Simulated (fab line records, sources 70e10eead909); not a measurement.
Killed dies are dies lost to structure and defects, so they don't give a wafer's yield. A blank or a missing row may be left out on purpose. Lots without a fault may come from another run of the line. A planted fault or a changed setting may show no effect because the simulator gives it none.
A struck lot beside a sound one | flow nand_harc | 14 steps out of a route of 1302
Sound: wafers L364.1, L364.3, L364.4. Struck: wafers L369.2, L369.3, L369.5. The cause comes at the end.
At each step with rows: each side's tool, then ch and its chambers, then its first start. Under that, the readings that differ: sound wafers | struck wafers | difference of the means | sigmas: that difference in standard deviations of wafers without a fault.
alike: readings whose means differ by less than 2 such deviations, and words and numbers that are the same on both sides. not compared: withheld readings, readings that some wafer has no value for, bounds like >300 that may hide the same value, and numbers for which the record gives no deviation and whose values overlap.
The two part at a step that has a row with sigmas, a row that says differs or no value, or rows on one side only. Numbers that don't overlap but have no deviation are shown without sigmas and don't part them. A reading that every wafer of one side lacks parts them only if that side has two wafers or more.

first, 1 step without rows for these wafers: NHARC_A_ONON_D1_DEP_09 (target thk 1000 nm).
NHARC_A_ONON_D1_THK_MEAS_11: measures by ellipsometry.
  sound on film_metro-02, day 13 00:44; struck on film_metro-01, day 14 18:19
  alike: thk_nm
then, 1 step without rows for these wafers: NHARC_A_ONON_D1_DEP_12 (target thk 1000 nm).
NHARC_A_ONON_D1_THK_MEAS_14: measures by ellipsometry.
  sound on film_metro-01, day 13 01:19; struck on film_metro-01, day 14 18:54
  reading     | sound       | struck      | difference | sigmas
  thk_nm (nm) | 996 995 998 | 978 978 978 | -18        | -2
then, 2 steps without rows for these wafers: NHARC_A_ONON_D1_ANNEAL_15 (time 3600 s); NHARC_A_ONON_D1_DEP_16 (target thk 1000 nm).
NHARC_A_ONON_D1_THK_MEAS_18: measures by ellipsometry.
  sound on film_metro-02, day 13 09:05; struck on film_metro-01, day 15 02:31
  alike: thk_nm
then, 1 step without rows for these wafers: NHARC_A_ONON_D1_DEP_19 (target thk 1000 nm).
NHARC_A_ONON_D1_THK_MEAS_21: measures by ellipsometry.
  sound on film_metro-02, day 13 09:39; struck on film_metro-02, day 15 03:05
  reading     | sound       | struck         | difference | sigmas
  thk_nm (nm) | 986 987 986 | 1012 1011 1012 | +25        | +3
then, 1 step without rows for these wafers: NHARC_A_ONON_D1_DEP_22 (target thk 1000 nm).
NHARC_A_ONON_D1_THK_MEAS_24: measures by ellipsometry.
  sound on film_metro-02, day 13 10:13; struck on film_metro-02, day 15 03:39
  alike: thk_nm
NHARC_A_ONON_D1_DEP_25: target thk 1000 nm.
  sound on pecvd_onon-03 ch 0, day 13 10:17; struck on pecvd_onon-03 ch 0, day 15 03:46
  reading             | sound          | struck         | difference | sigmas
  n2_flow_sccm (sccm) | 2743 2737 2742 | 2769 2762 2757 | +22        | +3
  alike: sih4_flow_sccm
NHARC_A_ONON_D1_THK_MEAS_27: measures by ellipsometry.
  sound on film_metro-01, day 13 10:47; struck on film_metro-02, day 15 04:23
  reading     | sound          | struck      | difference | sigmas
  thk_nm (nm) | 1010 1009 1008 | 681 681 680 | -328       | -34
  not compared: hold
-- the record jumps here: 18 days lie between the struck wafers' starts before and after (it left off in module A_ONON_D1 and takes up again in module END, whose first step shown is number 1302 of the route) --
NHARC_END_SORT_01:
  the record has rows for the struck wafers here (prober-01 ch 0, day 33 08:13) and none for the sound ones

WHERE THEY PART
First at NHARC_A_ONON_D1_THK_MEAS_14; last, within this record, at NHARC_END_SORT_01.

WHY: what the simulator had put in
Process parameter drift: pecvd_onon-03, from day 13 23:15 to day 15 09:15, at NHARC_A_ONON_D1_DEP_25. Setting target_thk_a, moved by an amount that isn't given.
